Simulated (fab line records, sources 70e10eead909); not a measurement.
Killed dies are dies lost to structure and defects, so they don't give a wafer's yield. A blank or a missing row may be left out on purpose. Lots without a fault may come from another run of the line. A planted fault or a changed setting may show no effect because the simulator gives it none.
Chamber matching | flow nand_harc | NHARC_A_STAIRCASE_ALD_415 on ald_hk-01: 4 sister chambers
The step deposits SiO2, target thk 30 nm, pulse time 6 s, ald cycles 300. 14 wafers are shown with their chamber, then 7 later ones without.

WAFERS WITH THEIR CHAMBER
wafer  | chamber | heater_power_w (W) | precursor_pulse_height_rel
L080.3 | 2       | 448                | 0.995
L080.4 | 0       | 374                | 1.019
L080.6 | 0       | 378                | 1.016
L083.3 | 0       | 374                | 0.976
L083.4 | 1       | 521                | 0.996
L083.5 | 3       | 567                | 0.959
L084.1 | 3       | 582                | 0.990
L084.4 | 2       | 459                | 1.011
L084.5 | 1       | 525                | 0.990
L085.2 | 2       | 457                | 1.021
L085.4 | 3       | 579                | 0.986
L085.6 | 1       | 530                | 0.990
L087.2 | 3       | 580                | 0.989
L087.5 | 3       | 568                | 1.019

SIGNATURES (means of the wafers above)
reading                    | chamber 0 | chamber 1 | chamber 2 | chamber 3 | scatter within a chamber
heater_power_w             | 375.33    | 525.33    | 454.67    | 575.20    | 5.68
precursor_pulse_height_rel | 1.00367   | 0.99200   | 1.00900   | 0.98860   | 0.0182
Rule: a wafer's distance from a chamber is the root of the sum, over the readings, of the square of ((its reading less the chamber's mean) divided by the reading's scatter). The wafer belongs to the nearest chamber; if the next one is less than 2 further off, it can't be placed. The scatter: the root of (the sum of the squares of (reading less its chamber's mean) over the shown wafers, divided by (wafers less chambers)).

WAFERS WITHOUT THEIR CHAMBER
wafer  | heater_power_w (W) | precursor_pulse_height_rel
L087.6 | 379                | 1.007
L092.3 | 523                | 1.001
L092.4 | 568                | 0.994
L092.6 | 383                | 1.005
L094.2 | 460                | 0.997
L094.3 | 387                | 1.037
L094.4 | 528                | 1.038

WHICH CHAMBER EACH WENT THROUGH
wafer  | from the rows above | in truth
L087.6 | 0                   | 0
L092.3 | 1                   | 1
L092.4 | 3                   | 3
L092.6 | 0                   | 0
L094.2 | 2                   | 2
L094.3 | 0                   | 0
L094.4 | 1                   | 1
Placed correctly: 7 of 7. Can't be placed from these rows: 0. Placed wrongly: 0.
